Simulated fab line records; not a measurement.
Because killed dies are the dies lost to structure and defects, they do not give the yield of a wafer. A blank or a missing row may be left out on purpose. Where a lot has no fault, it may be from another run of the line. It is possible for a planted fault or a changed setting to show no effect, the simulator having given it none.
What tool caused it? | flow n5 finfet | 10 lots with 30 wafers sampled at 4 steps, on a route of 1938 steps

WHAT EACH GAUGE READ, for each wafer
N5_BEOL_M7_OVL_MEAS_12.
lot  | measured     | on         | M7_OVL (nm)
L394 | day 9 15:13  | overlay-02 | -0.7 0.4 -0.3
L395 | day 10 01:56 | overlay-01 | -0.2 0.6 0.7
L396 | day 10 02:08 | overlay-02 | -1.0 -1.4 -1.7
L398 | day 10 10:25 | overlay-01 | -0.7 -0.2 0.1
L405 | day 12 23:29 | overlay-01 | -0.9 1.0 -0.4
L409 | day 13 05:45 | overlay-02 | 0.8 -0.7 0.7
L411 | day 13 10:26 | overlay-01 | 0.8 1.3 -0.4
L412 | day 14 00:35 | overlay-01 | -0.6 0.1 -0.7
L414 | day 14 14:53 | overlay-01 | -0.5 1.0 1.0
L413 | day 14 15:38 | overlay-01 | -0.7 -0.4 -0.8

N5_BEOL_M7_CD_MEAS_28 targets a cd of 40 nm.
lot  | measured     | on        | cd nm (nm)
L394 | day 9 18:34  | cd sem-03 | 39.69 39.64 39.48
L395 | day 10 02:57 | cd sem-02 | 39.70 39.96 39.94
L396 | day 10 04:13 | cd sem-02 | 40.45 39.85 39.72
L398 | day 10 12:30 | cd sem-01 | 39.84 39.85 39.87
L405 | day 13 02:10 | cd sem-02 | 40.28 39.80 40.17
L409 | day 13 06:49 | cd sem-03 | 39.95 39.92 40.20
L411 | day 13 12:59 | cd sem-01 | 40.20 39.91 39.83
L412 | day 14 03:13 | cd sem-02 | 40.10 40.12 40.30
L414 | day 14 18:16 | cd sem-03 | 39.97 39.94 40.13
L413 | day 14 19:51 | cd sem-01 | 40.07 39.67 40.18

N5_BEOL_M7_INSPECT_30: inspects for defects (brightfield).
lot  | measured     | on                | raw defect count
L394 | day 9 18:40  | defect inspect-02 | 303 330 409
L395 | day 10 03:02 | defect inspect-01 | 482 352 419
L396 | day 10 04:18 | defect inspect-02 | 334 440 364
L398 | day 10 12:35 | defect inspect-02 | 360 436 318
L405 | day 13 02:16 | defect inspect-01 | 743 711 791
L409 | day 13 06:55 | defect inspect-01 | 901 1150 1000
L411 | day 13 13:05 | defect inspect-01 | 432 495 405
L412 | day 14 03:19 | defect inspect-01 | 412 347 390
L414 | day 14 18:22 | defect inspect-01 | 404 413 427
L413 | day 14 19:56 | defect inspect-01 | 396 441 471

TOOL THAT RAN EACH LOT (tool first, then ch and the chambers of the sampled wafers, then the start)
lot  | N5_BEOL_M7_HM_OPEN_17
L394 | rie metal-01 ch 0,1, day 9 15:56
L395 | rie metal-03 ch 0,1, day 10 02:19
L396 | rie metal-02 ch 0,1, day 10 02:29
L398 | rie metal-03 ch 0,1, day 10 10:46
L405 | rie metal-03 ch 0,1, day 13 00:17
L409 | rie metal-03 ch 0,1, day 13 06:05
L411 | rie metal-02 ch 1, day 13 10:46
L412 | rie metal-01 ch 0,1, day 14 01:07
L414 | rie metal-02 ch 0,1, day 14 15:29
L413 | rie metal-01 ch 0, day 14 16:02
- N5_BEOL_M7_HM_OPEN_17: chemistry Cl2/BCl3, target TiN, target depth 20 nm, overetch 6 nm.

AS READ BY THE TOOLS THEMSELVES (means over the sampled wafers that have a number; for cases with no such wafer, the mark the record gives instead)
N5_BEOL_M7_HM_OPEN_17.
lot  | tool         | bcl3 flow sccm (sccm) | bias w (W) | drypump motor current A (A) | he backside leak sccm (sccm) | oes product au (a.u.) | throttle valve pct (%)
L394 | rie metal-01 | 21.72                 | 125.7      | 6.1                         | 3.5                          | 0.60                  | 21.96
L395 | rie metal-03 | 21.80                 | 126.1      | 4.9                         | 3.3                          | 0.68                  | 22.01
L396 | rie metal-02 | 21.74                 | 126.3      | 5.5                         | 3.5                          | 0.69                  | 22.19
L398 | rie metal-03 | 21.72                 | 126.0      | 4.9                         | 3.2                          | 0.68                  | 22.02
L405 | rie metal-03 | 21.74                 | 125.9      | 4.9                         | 3.4                          | 0.61                  | 22.20
L409 | rie metal-03 | 21.76                 | 126.0      | 4.9                         | 3.4                          | 0.66                  | 22.02
L411 | rie metal-02 | 21.78                 | 126.5      | 5.6                         | 3.5                          | 0.72                  | 22.06
L412 | rie metal-01 | 21.75                 | 126.0      | 6.1                         | 3.7                          | 0.59                  | 21.99
L414 | rie metal-02 | 21.82                 | 126.4      | 5.5                         | 3.3                          | 0.75                  | 22.13
L413 | rie metal-01 | 21.83                 | 126.1      | 5.7                         | 3.6                          | 0.64                  | 22.16

THE ANSWER, worked out from the rows above alone
Rule: the lots themselves supply what counts as usual. Put in order of their means at a reading, lots are off if they are a third of the lots or fewer, leave a main group of 4 or more, and stand apart from it by a gap of 3 or more times the standard deviation of the main group's means; of several such gaps the widest counts. If all means in a main group match to the digits the tables above print for the reading, that group is not used. Also off: a lot with no number at a reading for which 4 or more lots have one. Any other lot the step has rows for is counted as sound. The gauges are gone through in route order, then the tools' own readings, and for those a lot's mean is taken as printed above. The first step at which some lot is off is used, and at that step the reading that is off furthest; a lot without a number counts as furthest.
Off: L405, L409, at N5_BEOL_M7_INSPECT_30 (raw defect count). For the main group the mean is 399 and the standard deviation 32.
A tool fits if, at a process step before that reading, it ran every lot that is off, and no sound lot after the first of them. The gauges at N5_BEOL_M7_INSPECT_30 are tried like those tools. One fits: rie metal-03 at N5_BEOL_M7_HM_OPEN_17. A fault onset in the window from L398 (day 10 10:46, its last sound lot) to L405 (day 13 00:17, its first lot off) fits.

WHAT WAS PUT IN BY THE SIMULATOR
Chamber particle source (rie metal-03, N5_BEOL_M7_HM_OPEN_17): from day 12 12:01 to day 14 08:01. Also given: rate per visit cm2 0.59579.
Lots struck among those shown: L405, L409. The rule given above showed the same thing.
